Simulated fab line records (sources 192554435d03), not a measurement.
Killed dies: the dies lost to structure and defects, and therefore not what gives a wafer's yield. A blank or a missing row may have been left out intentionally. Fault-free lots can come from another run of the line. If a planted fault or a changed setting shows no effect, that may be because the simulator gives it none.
Which tool was responsible? || flow n5 finfet || Sampling: 11 lots, 33 wafers, 5 of 1938 route steps

== WHAT THE GAUGES READ, wafer by wafer ==
N5_BEOL_M14_THK_MEAS_01.
{"lot": "L375", "measured": "day 10 19:41", "on": "film metro-02", "M14_ILD_THK (nm)": "1104 1111 1132"}
{"lot": "L377", "measured": "day 11 06:55", "on": "film metro-01", "M14_ILD_THK (nm)": "1108 1132 1128"}
{"lot": "L380", "measured": "day 12 05:35", "on": "film metro-02", "M14_ILD_THK (nm)": "1125 1132 1112"}
{"lot": "L381", "measured": "day 12 12:04", "on": "film metro-01", "M14_ILD_THK (nm)": "1111 1117 1133"}
{"lot": "L382", "measured": "day 13 13:44", "on": "film metro-01", "M14_ILD_THK (nm)": "1106 1114 1126"}
{"lot": "L383", "measured": "day 13 20:50", "on": "film metro-02", "M14_ILD_THK (nm)": "1125 1115 1135"}
{"lot": "L385", "measured": "day 14 15:54", "on": "film metro-01", "M14_ILD_THK (nm)": "1105 1122 1117"}
{"lot": "L388", "measured": "day 15 04:20", "on": "film metro-01", "M14_ILD_THK (nm)": "1107 1130 1131"}
{"lot": "L392", "measured": "day 16 01:31", "on": "film metro-02", "M14_ILD_THK (nm)": "1108 1348 1117"}
{"lot": "L394", "measured": "day 16 12:16", "on": "film metro-01", "M14_ILD_THK (nm)": "1098 1115 1383"}
{"lot": "L396", "measured": "day 16 16:25", "on": "film metro-01", "M14_ILD_THK (nm)": "1098 1101 1119"}

== WHAT TOOL EACH LOT RAN ON (gives the tool, then ch and the chambers of the sampled wafers, and finally the start) ==
{"lot": "L375", "N5_BEOL_M13_SPUTTER_43": "pvd sputter-02, day 10 18:16", "N5_BEOL_M13_CMP_49": "cmp-04 ch 0,1, day 10 19:03", "N5_BEOL_M13_DEP_53": "pecvd-02 ch 0,1, day 10 19:22", "N5_BEOL_M14_ILD_DEP_00": "pecvd-04 ch 0,2, day 10 19:29"}
{"lot": "L377", "N5_BEOL_M13_SPUTTER_43": "pvd sputter-02, day 11 05:29", "N5_BEOL_M13_CMP_49": "cmp-01 ch 1,2,3, day 11 06:13", "N5_BEOL_M13_DEP_53": "pecvd-02 ch 0,2, day 11 06:35", "N5_BEOL_M14_ILD_DEP_00": "pecvd-04 ch 1,2, day 11 06:44"}
{"lot": "L380", "N5_BEOL_M13_SPUTTER_43": "pvd sputter-02, day 12 03:51", "N5_BEOL_M13_CMP_49": "cmp-03 ch 0,1, day 12 04:52", "N5_BEOL_M13_DEP_53": "pecvd-01 ch 0,1, day 12 05:11", "N5_BEOL_M14_ILD_DEP_00": "pecvd-02 ch 0,2, day 12 05:24"}
{"lot": "L381", "N5_BEOL_M13_SPUTTER_43": "pvd sputter-03, day 12 10:11", "N5_BEOL_M13_CMP_49": "cmp-01 ch 0,1,3, day 12 11:21", "N5_BEOL_M13_DEP_53": "pecvd-02 ch 0,2, day 12 11:43", "N5_BEOL_M14_ILD_DEP_00": "pecvd-04 ch 0,1,2, day 12 11:52"}
{"lot": "L382", "N5_BEOL_M13_SPUTTER_43": "pvd sputter-03, day 13 12:15", "N5_BEOL_M13_CMP_49": "cmp-01 ch 0,1, day 13 13:04", "N5_BEOL_M13_DEP_53": "pecvd-03 ch 0,1,2, day 13 13:25", "N5_BEOL_M14_ILD_DEP_00": "pecvd-02 ch 1,2, day 13 13:33"}
{"lot": "L383", "N5_BEOL_M13_SPUTTER_43": "pvd sputter-02, day 13 19:10", "N5_BEOL_M13_CMP_49": "cmp-04 ch 1,2,3, day 13 20:11", "N5_BEOL_M13_DEP_53": "pecvd-02 ch 1,2, day 13 20:31", "N5_BEOL_M14_ILD_DEP_00": "pecvd-03 ch 1,2, day 13 20:38"}
{"lot": "L385", "N5_BEOL_M13_SPUTTER_43": "pvd sputter-03, day 14 14:25", "N5_BEOL_M13_CMP_49": "cmp-03 ch 0,1,3, day 14 15:13", "N5_BEOL_M13_DEP_53": "pecvd-01 ch 0,1,2, day 14 15:35", "N5_BEOL_M14_ILD_DEP_00": "pecvd-04 ch 0,1,2, day 14 15:43"}
{"lot": "L388", "N5_BEOL_M13_SPUTTER_43": "pvd sputter-03, day 15 02:55", "N5_BEOL_M13_CMP_49": "cmp-03 ch 0,3, day 15 03:40", "N5_BEOL_M13_DEP_53": "pecvd-03 ch 0,1,2, day 15 04:01", "N5_BEOL_M14_ILD_DEP_00": "pecvd-04 ch 0,1, day 15 04:09"}
{"lot": "L392", "N5_BEOL_M13_SPUTTER_43": "pvd sputter-01, day 16 00:07", "N5_BEOL_M13_CMP_49": "cmp-04 ch 0,2,3, day 16 00:50", "N5_BEOL_M13_DEP_53": "pecvd-01 ch 0,2, day 16 01:12", "N5_BEOL_M14_ILD_DEP_00": "pecvd-04 ch 1,2, day 16 01:20"}
{"lot": "L394", "N5_BEOL_M13_SPUTTER_43": "pvd sputter-01, day 16 09:59", "N5_BEOL_M13_CMP_49": "cmp-04 ch 0,2,3, day 16 11:38", "N5_BEOL_M13_DEP_53": "pecvd-03 ch 1,2, day 16 11:56", "N5_BEOL_M14_ILD_DEP_00": "pecvd-04 ch 1,2, day 16 12:04"}
{"lot": "L396", "N5_BEOL_M13_SPUTTER_43": "pvd sputter-01, day 16 14:59", "N5_BEOL_M13_CMP_49": "cmp-01 ch 1,2,3, day 16 15:44", "N5_BEOL_M13_DEP_53": "pecvd-01 ch 0,1,2, day 16 16:05", "N5_BEOL_M14_ILD_DEP_00": "pecvd-03 ch 0,2, day 16 16:13"}
- N5_BEOL_M13_SPUTTER_43: material TaN, target thk 15 nm, time 24.19 s.
- N5_BEOL_M13_CMP_49: polishes, stops on SiOC, t overpolish 17.1 s, target thk 420 nm.
- N5_BEOL_M13_DEP_53: deposits SiCN from 3MS/NH3, target thk 50 nm, time 17.8 s.
- N5_BEOL_M14_ILD_DEP_00: deposits SiO2 from TEOS/O2, target thk 1119.3 nm, time 237.4 s.

== WHAT THE TOOLS THEMSELVES READ (means of the sampled wafers that have a number; where no wafer has one, the mark that the record gives instead) ==
N5_BEOL_M13_SPUTTER_43.
{"lot": "L375", "tool": "pvd sputter-02", "throttle valve pct (%)": 29.3}
{"lot": "L377", "tool": "pvd sputter-02", "throttle valve pct (%)": 29.2}
{"lot": "L380", "tool": "pvd sputter-02", "throttle valve pct (%)": 29.2}
{"lot": "L381", "tool": "pvd sputter-03", "throttle valve pct (%)": 30.2}
{"lot": "L382", "tool": "pvd sputter-03", "throttle valve pct (%)": 29.4}
{"lot": "L383", "tool": "pvd sputter-02", "throttle valve pct (%)": 29.5}
{"lot": "L385", "tool": "pvd sputter-03", "throttle valve pct (%)": 29.5}
{"lot": "L388", "tool": "pvd sputter-03", "throttle valve pct (%)": 30.3}
{"lot": "L392", "tool": "pvd sputter-01", "throttle valve pct (%)": 29.5}
{"lot": "L394", "tool": "pvd sputter-01", "throttle valve pct (%)": 29.2}
{"lot": "L396", "tool": "pvd sputter-01", "throttle valve pct (%)": 29.8}

N5_BEOL_M13_CMP_49.
{"lot": "L375", "tool": "cmp-04", "barrier field endpoint s (s)": 30.4, "motor current A (A)": 5.2, "overpolish run s (s)": 17.112}
{"lot": "L377", "tool": "cmp-01", "barrier field endpoint s (s)": 30.4, "motor current A (A)": 6.0, "overpolish run s (s)": 17.105}
{"lot": "L380", "tool": "cmp-03", "barrier field endpoint s (s)": 29.9, "motor current A (A)": 6.1, "overpolish run s (s)": 17.113}
{"lot": "L381", "tool": "cmp-01", "barrier field endpoint s (s)": 29.9, "motor current A (A)": 6.3, "overpolish run s (s)": 17.105}
{"lot": "L382", "tool": "cmp-01", "barrier field endpoint s (s)": 28.8, "motor current A (A)": 6.4, "overpolish run s (s)": 17.092}
{"lot": "L383", "tool": "cmp-04", "barrier field endpoint s (s)": 30.0, "motor current A (A)": 5.1, "overpolish run s (s)": 17.103}
{"lot": "L385", "tool": "cmp-03", "barrier field endpoint s (s)": 29.4, "motor current A (A)": 6.5, "overpolish run s (s)": 17.097}
{"lot": "L388", "tool": "cmp-03", "barrier field endpoint s (s)": 28.9, "motor current A (A)": 6.4, "overpolish run s (s)": 17.099}
{"lot": "L392", "tool": "cmp-04", "barrier field endpoint s (s)": 29.8, "motor current A (A)": 5.2, "overpolish run s (s)": 17.099}
{"lot": "L394", "tool": "cmp-04", "barrier field endpoint s (s)": 30.3, "motor current A (A)": 5.2, "overpolish run s (s)": 17.098}
{"lot": "L396", "tool": "cmp-01", "barrier field endpoint s (s)": 29.2, "motor current A (A)": 6.1, "overpolish run s (s)": 17.097}

N5_BEOL_M13_DEP_53.
{"lot": "L375", "tool": "pecvd-02", "showerhead plenum p Torr (Torr)": 4.15, "throttle valve pct (%)": 17.6}
{"lot": "L377", "tool": "pecvd-02", "showerhead plenum p Torr (Torr)": 4.17, "throttle valve pct (%)": 18.0}
{"lot": "L380", "tool": "pecvd-01", "showerhead plenum p Torr (Torr)": 4.13, "throttle valve pct (%)": 20.3}
{"lot": "L381", "tool": "pecvd-02", "showerhead plenum p Torr (Torr)": 4.16, "throttle valve pct (%)": 17.9}
{"lot": "L382", "tool": "pecvd-03", "showerhead plenum p Torr (Torr)": 4.14, "throttle valve pct (%)": 17.7}
{"lot": "L383", "tool": "pecvd-02", "showerhead plenum p Torr (Torr)": 4.15, "throttle valve pct (%)": 17.2}
{"lot": "L385", "tool": "pecvd-01", "showerhead plenum p Torr (Torr)": 4.12, "throttle valve pct (%)": 19.4}
{"lot": "L388", "tool": "pecvd-03", "showerhead plenum p Torr (Torr)": 4.15, "throttle valve pct (%)": 17.6}
{"lot": "L392", "tool": "pecvd-01", "showerhead plenum p Torr (Torr)": 4.11, "throttle valve pct (%)": 19.6}
{"lot": "L394", "tool": "pecvd-03", "showerhead plenum p Torr (Torr)": 4.18, "throttle valve pct (%)": 17.9}
{"lot": "L396", "tool": "pecvd-01", "showerhead plenum p Torr (Torr)": 4.13, "throttle valve pct (%)": 19.5}

N5_BEOL_M14_ILD_DEP_00.
{"lot": "L375", "tool": "pecvd-04", "heater power w (W)": 419, "showerhead plenum p Torr (Torr)": 8.37, "throttle valve pct (%)": 19.4}
{"lot": "L377", "tool": "pecvd-04", "heater power w (W)": 491, "showerhead plenum p Torr (Torr)": 8.31, "throttle valve pct (%)": 17.6}
{"lot": "L380", "tool": "pecvd-02", "heater power w (W)": 436, "showerhead plenum p Torr (Torr)": 8.35, "throttle valve pct (%)": 18.4}
{"lot": "L381", "tool": "pecvd-04", "heater power w (W)": 500, "showerhead plenum p Torr (Torr)": 8.35, "throttle valve pct (%)": 18.5}
{"lot": "L382", "tool": "pecvd-02", "heater power w (W)": 442, "showerhead plenum p Torr (Torr)": 8.33, "throttle valve pct (%)": 18.4}
{"lot": "L383", "tool": "pecvd-03", "heater power w (W)": 520, "showerhead plenum p Torr (Torr)": 8.38, "throttle valve pct (%)": 17.7}
{"lot": "L385", "tool": "pecvd-04", "heater power w (W)": 462, "showerhead plenum p Torr (Torr)": 8.33, "throttle valve pct (%)": 18.6}
{"lot": "L388", "tool": "pecvd-04", "heater power w (W)": 492, "showerhead plenum p Torr (Torr)": 8.30, "throttle valve pct (%)": 18.6}
{"lot": "L392", "tool": "pecvd-04", "heater power w (W)": 472, "showerhead plenum p Torr (Torr)": 8.31, "throttle valve pct (%)": 17.9}
{"lot": "L394", "tool": "pecvd-04", "heater power w (W)": 490, "showerhead plenum p Torr (Torr)": 8.36, "throttle valve pct (%)": 17.7}
{"lot": "L396", "tool": "pecvd-03", "heater power w (W)": 536, "showerhead plenum p Torr (Torr)": 8.29, "throttle valve pct (%)": 18.2}

== THE ANSWER, worked out from the rows above alone ==
Rule: what is usual is taken from the lots themselves. Put in order of their means at a reading, lots are off if they are a third of the lots or fewer, leave a main group of 4 or more, and stand apart from it by a gap of 3 or more times the standard deviation of the main group's means; of several such gaps the widest counts. A main group is skipped when, at the precision printed for the reading in the tables above, its means are all equal. Also off: a lot with no number at a reading for which 4 or more lots have one. The other lots that the step has rows for count as sound. After the gauges, taken in route order, come the tools' own readings; for these a lot's mean is taken, as printed above. The first step at which some lot is off is used, and at that step the reading that is off furthest; a lot without a number counts as furthest.
Off: at N5_BEOL_M14_THK_MEAS_01 (M14_ILD_THK), L392, L394. Main group: mean 1118 nm, sd 5.7.
If a tool, at a process step before that reading, ran all the lots that are off and no sound lot after the first of them, it fits. Those tools and the gauges at N5_BEOL_M14_THK_MEAS_01 are tried in the same way. This does not decide it: 2 tools fit, namely cmp-04 at N5_BEOL_M13_CMP_49 and pecvd-04 at N5_BEOL_M14_ILD_DEP_00.

== WHAT WAS PUT IN BY THE SIMULATOR ==
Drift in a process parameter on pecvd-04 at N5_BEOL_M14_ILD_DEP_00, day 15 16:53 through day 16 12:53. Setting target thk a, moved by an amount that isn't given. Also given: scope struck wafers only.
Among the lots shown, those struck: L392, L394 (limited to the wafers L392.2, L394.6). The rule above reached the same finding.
